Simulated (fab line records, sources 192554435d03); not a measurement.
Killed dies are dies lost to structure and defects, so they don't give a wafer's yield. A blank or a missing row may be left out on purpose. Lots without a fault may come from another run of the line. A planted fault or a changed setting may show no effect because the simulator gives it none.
fab line records | flow n5_finfet
record lots=10 wafers=30 last_day=19
route steps=1938 shown BEOL_M4@1111 BEOL_M6@1236 BEOL_M7@1266 PASSIVATION@1936
lots that met no fault: from a run of the same line without faults
start_h: hours from the record's first day to the start of the lot's first wafer shown | wait_h: hours since the lot's step before | " the same as in the row above | L1.1+2: a row that stands for several wafers | - no value, or no start given | * or withheld: withheld | < > ~ a bound
route shown NAME@n: a module of which the file shows steps, and the number in the route of the first | usual: mean/standard deviation of fault-free wafers | same: alike in all rows | chamber/n: place in a boat | sites: the reading at each site | _std_site: their standard deviation | _edge_site: outer sites' mean less inner sites' | radius_mm: how far each site lies from the wafer's centre | mask NAME#n: copy n | behind: the tool/chamber that last shaped the wafer | hold: why the lot was held/for how many hours/how that ended | device: the transistor (n, p or np) that didn't switch | end of line: the same wafers' tests at the end of the route | a step without rows: its recipe alone | killed: dies lost to structure and defects at the first sort, not the wafer's yield | map: a wafer's dies, x killed, . not, _ none there
set.NAME: the setting as run; set.NAME@STEP: as run at that earlier step | model.NAME: the simulator's own value behind a step, which no gauge read
steps of the route over a sample of lots; a table a step, a row a wafer
services: from which hour (start_h, from the record's first day; less than 0 if before it) a tool's chamber was out of use, for how many hours, and why
## steps
# step N5_BEOL_M4_RC_MEAS_101
# usual DIBL_N=35.1/1.6 DIBL_P=34.9/1.8 IOFF_N=0.143/0.026 IOFF_P=0.21/0.037 ION_N=671/11 ION_P=463/7.8 SS_N=71.2/0.58 SS_P=73.0/0.54 VT_N=251/3 VT_P=-250/4.1
# columns lot.wafer tool chamber start_h wait_h DIBL_N[mV/V] DIBL_P[mV/V] IOFF_N[nA/um] IOFF_P[nA/um] ION_N[uA/um] ION_P[uA/um] SS_N[mV/dec] SS_P[mV/dec] VT_N[mV] VT_P[mV]
L118.2 prober-02 0 187.04 0.2 36.0 35.6 0.173 0.22 682 468 71.7 73.0 248 -247
L118.3 " 0 " " 35.5 35.7 0.165 0.23 682 468 71.4 73.1 247 -244
L118.6 " 0 " " 38.2 37.7 0.214 0.27 690 469 71.7 73.6 246 -242
L120.1 prober-02 0 191.28 0.0 32.9 32.2 0.110 0.18 663 462 69.8 72.5 255 -249
L120.4 " 0 " " 34.7 34.7 0.137 0.21 678 472 70.9 72.8 250 -248
L120.5 " 0 " " 35.1 35.1 0.147 0.22 680 464 71.3 72.7 252 -249
L121.3 prober-01 0 196.47 0.3 33.5 33.1 0.131 0.17 676 461 71.2 72.3 249 -254
L121.5 " 0 " " 33.3 32.9 0.129 0.17 670 453 71.2 73.0 251 -255
L121.6 " 0 " " 34.0 33.4 0.138 0.16 675 460 70.9 73.1 253 -254
L124.1 prober-01 0 241.00 0.0 34.3 35.1 0.135 0.20 681 467 71.2 73.2 254 -248
L124.2 " 0 " " 35.9 36.5 0.155 0.23 691 467 71.6 73.7 251 -246
L124.6 " 0 " " 33.5 34.4 0.131 0.20 668 469 71.2 72.3 252 -250
L131.1 prober-02 0 283.55 0.1 34.3 35.3 0.134 0.21 670 468 71.1 73.3 254 -247
L131.2 " 0 " " 35.3 36.7 0.158 0.22 678 469 71.9 74.3 248 -250
L131.6 " 0 " " 35.3 36.2 0.158 0.21 680 469 71.5 73.1 250 -249
L135.3 prober-01 0 286.94 0.3 35.7 35.6 0.147 0.19 670 459 71.4 73.1 250 -254
L135.4 " 0 " " 35.8 35.3 0.151 0.18 672 459 71.8 72.7 250 -255
L135.6 " 0 " " 34.8 34.3 0.132 0.18 679 464 71.2 72.9 251 -254
L133.2 prober-01 0 292.09 0.2 34.3 32.9 0.113 0.21 654 457 70.6 72.9 259 -250
L133.4 " 0 " " 37.8 37.6 0.182 0.30 681 475 71.5 73.5 249 -243
L133.5 " 0 " " 39.0 37.7 0.201 0.29 676 466 72.7 74.2 249 -243
L137.1 prober-01 0 317.73 0.0 33.6 33.2 0.113 0.18 655 462 70.6 72.5 253 -249
L137.2 " 0 " " 36.4 36.0 0.156 0.22 676 475 71.6 73.7 252 -248
L137.4 " 0 " " 33.3 32.2 0.106 0.16 656 455 70.8 71.9 255 -252
L140.3 prober-01 0 339.92 0.9 37.5 36.4 0.162 0.26 673 469 71.4 73.5 252 -244
L140.5 " 0 " " 35.5 34.0 0.135 0.23 673 466 71.0 73.5 251 -247
L140.6 " 0 " " 36.4 35.6 0.157 0.25 677 476 71.7 74.0 250 -243
L141.1 prober-01 0 340.87 0.0 35.0 35.3 0.138 0.21 667 463 71.1 73.1 249 -248
L141.5 " 0 " " 34.8 36.6 0.135 0.23 661 462 71.2 73.1 249 -247
L141.6 " 0 " " 35.2 35.1 0.132 0.21 677 474 71.0 73.1 249 -248
# step N5_BEOL_M6_VIA_ETCH_34
# recipe chemistry=C4F6/O2 target=SiCOH_lowk target_depth_a=1263 mask_material=SOC taper_deg=4 time_s=50.9 ion_energy_ev=250 pressure_mtorr=30 source_w=345 bias_w=185 Ar_flow_sccm=300 C4F6_flow_sccm=10 O2_flow_sccm=10
# usual drypump_motor_current_A=5.76/0.26 oes_product_au=0.82/0.081 rf_vpp_V=668/14 showerhead_plenum_p_Torr=2.88/0.096 throttle_valve_pct=20.84/0.26
# columns lot.wafer tool chamber start_h wait_h drypump_motor_current_A oes_product_au rf_hours_counter_h rf_vpp_V showerhead_plenum_p_Torr throttle_valve_pct
L118.2 rie_diel-04 0 206.64 0.0 5.45 0.67 240 674 2.82 20.92
L118.3 " 1 " " 6.08 0.94 17 664 2.89 20.74
L118.6 " 3 " " 6.07 0.87 - 694 3.02 20.93
L120.1 rie_diel-04 0 210.82 0.0 5.49 0.66 241 676 2.82 20.89
L120.4 " 3 " " 6.01 0.86 55 695 3.02 20.92
L120.5 " 0 " " 5.45 0.67 - 676 2.82 20.90
L121.3 rie_diel-04 1 212.74 0.0 6.05 0.94 19 664 2.89 20.72
L121.5 " 0 " " 5.42 0.66 - 675 2.82 20.90
L121.6 " 3 " " 6.02 0.88 - 694 3.02 20.92
L124.1 rie_diel-05 2 265.05 0.0 6.15 0.80 101 657 2.86 21.11
L124.2 " 0 " " 5.58 0.75 146 664 2.84 20.59
L124.6 " 3 " " 5.91 0.91 - 649 2.82 20.90
L131.1 rie_diel-06 3 302.45 0.0 5.25 0.91 34 653 2.92 20.48
L131.2 " 1 " " 5.63 0.79 120 675 2.77 20.79
L131.6 " 3 " " 5.27 0.91 - 652 2.92 20.47
L135.3 rie_diel-05 3 305.83 0.0 5.92 0.87 32 649 2.81 20.93
L135.4 " 1 " " 5.80 0.82 - 665 2.89 20.43
L135.6 " 2 " " 6.16 0.78 - 656 2.86 21.13
L133.2 rie_diel-05 3 310.74 0.0 5.93 0.87 35 650 2.81 20.93
L133.4 " 3 " " 5.93 0.87 - 648 2.81 20.93
L133.5 " 1 " " 5.83 0.83 - 664 2.89 20.44
L137.1 rie_diel-05 1 332.44 0.0 5.82 0.81 77 665 2.88 20.46
L137.2 " 3 " " 5.90 0.85 46 649 2.80 20.94
L137.4 " 3 " " 5.91 0.85 - 648 2.80 20.93
L140.3 rie_diel-05 3 359.75 0.0 5.87 0.84 53 648 2.80 20.94
L140.5 " 1 " " 5.79 0.80 - 664 2.88 20.48
L140.6 " 0 " " 5.59 0.73 - 665 2.83 20.64
L141.1 rie_diel-04 0 362.90 0.0 5.45 0.88 31 675 2.80 20.60
L141.5 " 1 " " 6.05 0.86 - 662 2.88 20.80
L141.6 " 2 " " 5.46 0.95 - 668 3.02 20.98
# step N5_BEOL_M6_PRE_CLEAN_45
# recipe gas=H2/He time_s=30 temp_c=250
# usual heater_power_w=331/48
# columns lot.wafer tool chamber start_h wait_h heater_power_w
L118.2 pvd_sputter-01 - 207.50 0.0 221
L118.3 " - " " 346
L118.6 " - " " 362
L120.1 pvd_sputter-03 - 212.71 0.0 336
L120.4 " - " " 293
L120.5 " - " " 304
L121.3 pvd_sputter-03 - 214.01 0.0 382
L121.5 " - " " 294
L121.6 " - " " 352
L124.1 pvd_sputter-02 - 266.13 0.0 362
L124.2 " - " " 429
L124.6 " - " " 369
L131.1 pvd_sputter-02 - 303.63 0.0 418
L131.2 " - " " 321
L131.6 " - " " 343
L135.3 pvd_sputter-01 - 306.92 0.0 359
L135.4 " - " " 222
L135.6 " - " " 357
L133.2 pvd_sputter-01 - 311.57 0.0 217
L133.4 " - " " 363
L133.5 " - " " 344
L137.1 pvd_sputter-02 - 333.33 0.0 414
L137.2 " - " " 347
L137.4 " - " " 325
L140.3 pvd_sputter-03 - 362.45 0.0 339
L140.5 " - " " 334
L140.6 " - " " 296
L141.1 pvd_sputter-03 - 365.53 0.0 306
L141.5 " - " " 302
L141.6 " - " " 381
# step N5_BEOL_M6_INSPECT_58
# recipe inspect_instrument=darkfield mode=post_dep
# usual raw_defect_count=71/25
# columns lot.wafer tool chamber start_h wait_h raw_defect_count
L118.2 defect_inspect-02 - 209.78 0.0 67
L118.3 " - " " 37
L118.6 " - " " 104
L120.1 defect_inspect-02 - 216.69 0.0 61
L120.4 " - " " 70
L120.5 " - " " 80
L121.3 defect_inspect-01 - 218.41 0.0 73
L121.5 " - " " 105
L121.6 " - " " 96
L124.1 defect_inspect-01 - 268.69 0.0 41
L124.2 " - " " 67
L124.6 " - " " 61
L131.1 defect_inspect-01 - 305.40 0.0 135
L131.2 " - " " 73
L131.6 " - " " 224
L135.3 defect_inspect-01 - 308.93 0.0 90
L135.4 " - " " 85
L135.6 " - " " 88
L133.2 defect_inspect-02 - 314.51 0.0 72
L133.4 " - " " 68
L133.5 " - " " 82
L137.1 defect_inspect-01 - 335.61 0.0 86
L137.2 " - " " 76
L137.4 " - " " 97
L140.3 defect_inspect-02 - 364.16 0.0 85
L140.5 " - " " 66
L140.6 " - " " 90
L141.1 defect_inspect-02 - 367.13 0.0 63
L141.5 " - " " 43
L141.6 " - " " 81
# step N5_BEOL_M7_PECVD_70
# recipe material=SiO2 target_thk_a=200 temp_c=400 precursor=TEOS/O2 pressure_torr=5.5 rf_w=450 teos_flow_sccm=53.8 gas=O2 flow_sccm=3000 time_s=22.7
# usual chamber_pressure_Torr=5.499/0.012 heater_power_outer_w=425/54 heater_power_w=714/85 showerhead_plenum_p_Torr=8.78/0.045 throttle_valve_pct=22.0/1.4
# columns lot.wafer tool chamber start_h wait_h chamber_pressure_Torr heater_power_outer_w heater_power_w showerhead_plenum_p_Torr throttle_valve_pct
L118.2 pecvd-01 2 210.43 0.0 5.489 389 631 8.85 20.1
L118.3 " 1 " " 5.510 420 674 8.77 22.9
L118.6 " 2 " " 5.477 383 621 8.82 20.4
L120.1 pecvd-02 1 217.35 0.0 5.488 441 831 8.80 22.0
L120.4 " 0 " " 5.491 437 709 8.75 23.8
L120.5 " 1 " " 5.497 447 819 8.81 21.7
L121.3 pecvd-01 2 219.06 0.0 5.507 383 625 8.85 20.5
L121.5 " 1 " " 5.499 404 667 8.74 23.3
L121.6 " 2 " " 5.494 391 638 8.81 20.5
L124.1 pecvd-02 0 269.34 0.0 5.488 453 748 8.76 24.0
L124.2 " 2 " " 5.489 499 845 8.72 20.8
L124.6 " 2 " " 5.499 501 843 8.70 20.8
L131.1 pecvd-01 0 306.53 0.0 - - - - -
L131.2 " 2 " " - - - - -
L131.6 " 0 " " - - - - -
L135.3 pecvd-02 1 310.08 0.0 - - - - -
L135.4 " 2 " " - - - - -
L135.6 " 1 " " - - - - -
L133.2 pecvd-01 2 315.16 0.0 5.510 376 613 8.85 20.8
L133.4 " 0 " " 5.522 466 710 8.77 21.2
L133.5 " 2 " " 5.516 362 637 8.85 20.6
L137.1 pecvd-02 0 336.28 0.0 5.474 454 756 8.73 23.8
L137.2 " 1 " " 5.499 458 815 8.82 22.0
L137.4 " 1 " " 5.488 453 838 8.80 21.7
L140.3 pecvd-01 2 364.81 0.0 5.488 361 602 8.84 20.7
L140.5 " 2 " " 5.482 367 600 8.84 20.8
L140.6 " 0 " " 5.496 464 710 8.77 21.3
L141.1 pecvd-02 2 367.80 0.0 5.497 490 805 8.69 20.8
L141.5 " 2 " " 5.500 495 803 8.70 20.8
L141.6 " 0 " " 5.488 510 841 8.75 23.8
# step N5_PASSIVATION_PROBE_49
# usual defect_limited_yield=91.1/1.4 killed_at_M0_to_M3=36/11 killed_at_M4_up=14/5.2 killed_at_contacts=12/6.1 killed_at_front_end=40/12 killed_at_other=3.2/2.5 killed_dies=105/16 killed_on_rim=14/4.4 killed_open=68/12 killed_short=35/8.7 sort_bin_5_function=5.2/0.89 sort_bin_6_memory=3.3/0.66 sort_n_pass=1074/16 sort_yield_pct=91.1/1.4
# same gross_dies=1180 killed_at_back_side=0 sort_bin_4_leakage[%]=0 sort_bin_8_speed[%]=0
# columns lot.wafer tool chamber start_h wait_h defect_limited_yield[%] killed_at_M0_to_M3 killed_at_M4_up killed_at_contacts killed_at_front_end killed_at_other killed_dies killed_on_rim killed_open killed_short sort_bin_5_function[%] sort_bin_6_memory[%] sort_n_pass sort_yield_pct[%]
L124.1 prober-02 - 352.72 0.0 89.8 41 13 21 43 2 120 12 77 40 6.3 3.4 1060 89.8
L124.2 prober-02 - 352.77 0.1 90.6 36 14 19 39 3 111 13 79 30 5.5 3.6 1069 90.6
L135.3 prober-01 - 387.76 0.1 65.3 48 316 15 29 2 410 107 73 36 31.4 3.0 770 65.3
L135.4 prober-01 - 387.81 0.2 64.7 48 309 23 35 2 417 21 92 28 30.7 4.5 763 64.7
L135.6 prober-01 - 387.91 0.3 63.4 33 338 12 45 4 432 117 62 36 33.6 2.5 748 63.4
L131.1 prober-01 - 388.14 0.0 63.3 42 328 5 51 7 433 91 62 46 31.7 3.8 747 63.3
L131.2 prober-01 - 388.19 0.1 62.5 58 314 11 57 3 443 25 94 47 32.5 4.6 737 62.5
L131.6 prober-01 - 388.39 0.3 63.2 60 318 8 44 4 434 85 82 39 31.9 4.0 746 63.2
# killed by level:class
L124.1 STI_FIN_REVEAL:geometric_particle:open=16 MOL_CONTACT_COAG:geometric_particle:open=15 BEOL_M0_SAQP:geometric_particle:short=10 BEOL_M2:geometric_particle:open=8 FIN_SAQP:geometric_particle:short=7 DUMMY_GATE:geometric_particle:open=7 BEOL_M0_SAQP:geometric_particle:open=7 BEOL_M3:geometric_particle:open=7
L124.2 STI_FIN_REVEAL:geometric_particle:open=14 MOL_CONTACT_COAG:geometric_particle:open=13 BEOL_M0_SAQP:geometric_particle:open=10 FIN_SAQP:geometric_particle:short=8 BEOL_M4:geometric_particle:open=6 BEOL_M1:geometric_particle:open=6 BEOL_M3:geometric_particle:open=6 MOL_CONTACT_COAG:geometric_particle:short=5
L135.3 BEOL_M7:area_pecvd=298 BEOL_M2:geometric_particle:open=12 MOL_CONTACT_COAG:geometric_particle:open=11 BEOL_M1:geometric_particle:open=11 STI_FIN_REVEAL:geometric_particle:open=8 BEOL_M0_SAQP:geometric_particle:short=7 BEOL_M4:geometric_particle:open=7 BEOL_M2:geometric_particle:short=5
L135.4 BEOL_M7:area_pecvd=296 BEOL_M2:geometric_particle:open=20 MOL_CONTACT_COAG:geometric_particle:open=18 STI_FIN_REVEAL:geometric_particle:open=11 BEOL_M1:geometric_particle:open=9 DUMMY_GATE:geometric_particle:open=7 BEOL_M0_SAQP:geometric_particle:open=6 BEOL_M4:geometric_particle:open=5
L135.6 BEOL_M7:area_pecvd=328 STI_FIN_REVEAL:geometric_particle:open=12 MOL_CONTACT_COAG:geometric_particle:open=11 GATE_CUT:geometric_particle:short=7 FIN_SAQP:geometric_particle:short=6 STI_FIN_REVEAL:geometric_particle:short=6 BEOL_M0_SAQP:geometric_particle:open=6 BEOL_M1:geometric_particle:open=5
L131.1 BEOL_M7:area_pecvd=318 FIN_SAQP:geometric_particle:short=10 FIN_SAQP:geometric_particle:open=9 BEOL_M2:geometric_particle:open=9 STI_FIN_REVEAL:geometric_particle:open=8 BEOL_M3:geometric_particle:short=7 BEOL_M2:geometric_particle:short=6 BEOL_M3:geometric_particle:open=6
L131.2 BEOL_M7:area_pecvd=302 BEOL_M3:geometric_particle:open=14 FIN_SAQP:geometric_particle:short=13 BEOL_M2:geometric_particle:open=12 DUMMY_GATE:geometric_particle:open=10 FIN_SAQP:geometric_particle:open=8 STI_FIN_REVEAL:geometric_particle:open=8 MOL_CONTACT_COAG:geometric_particle:open=8
L131.6 BEOL_M7:area_pecvd=306 BEOL_M3:geometric_particle:open=14 BEOL_M2:geometric_particle:open=12 FIN_SAQP:geometric_particle:short=10 BEOL_M1:geometric_particle:open=10 DUMMY_GATE:geometric_particle:open=8 BEOL_M0_SAQP:geometric_particle:short=7 BEOL_M4:geometric_particle:open=7
## services
# columns tool chamber start_h hours kind
rie_diel-05 3 184.85 - clean
rie_diel-05 3 184.85 - consumable_replace:focus_ring
rie_diel-05 3 184.85 29.9 scheduled_down
rie_diel-05 3 184.85 29.9 vent_cycle
pecvd-02 2 194.93 2.1 scheduled_down
pecvd-01 - 216.05 2.1 repair
pecvd-01 2 222.84 2.1 scheduled_down
pecvd-01 - 227.20 4.2 repair
rie_diel-05 - 238.15 0.8 repair
rie_diel-04 0 238.47 - clean
rie_diel-04 0 238.47 - consumable_replace:focus_ring
rie_diel-04 0 238.47 12.6 scheduled_down
rie_diel-04 0 238.47 12.6 vent_cycle
pecvd-02 - 250.45 0.5 repair
pvd_sputter-03 - 256.81 10.5 repair
rie_diel-04 - 292.12 28.1 pm
pecvd-01 1 308.21 9.5 repair
pecvd-02 0 315.02 2.1 scheduled_down
pecvd-02 - 318.23 2.8 pm
rie_diel-04 1 326.00 10.0 repair
rie_diel-05 0 329.85 3.2 repair
rie_diel-05 - 339.29 2.8 pm
rie_diel-04 - 341.02 0.3 repair
rie_diel-05 1 355.98 1.7 repair
## key
first_sign step=N5_BEOL_M7_PECVD_70 reading=tool_record direction=missing
effect step=N5_PASSIVATION_PROBE_49 reading=killed_at_M4_up direction=up sigmas=59 usual=14 struck=320
more_kills_born_at N5_BEOL_M7_PECVD_70@pecvd-01=925 N5_BEOL_M7_PECVD_70@pecvd-02=922
met_at N5_BEOL_M7_PECVD_70
struck_lots L131,L135
not_acting_at N5_BEOL_M6_VIA_ETCH_34,N5_BEOL_M6_PRE_CLEAN_45,N5_BEOL_M6_INSPECT_58
onset_between 269.34 306.53
fault kind=skipped_step_whole tool=pecvd-01,pecvd-02 chamber=- onset_h=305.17 steps=N5_BEOL_M7_PECVD_70 scope=struck_lots_only
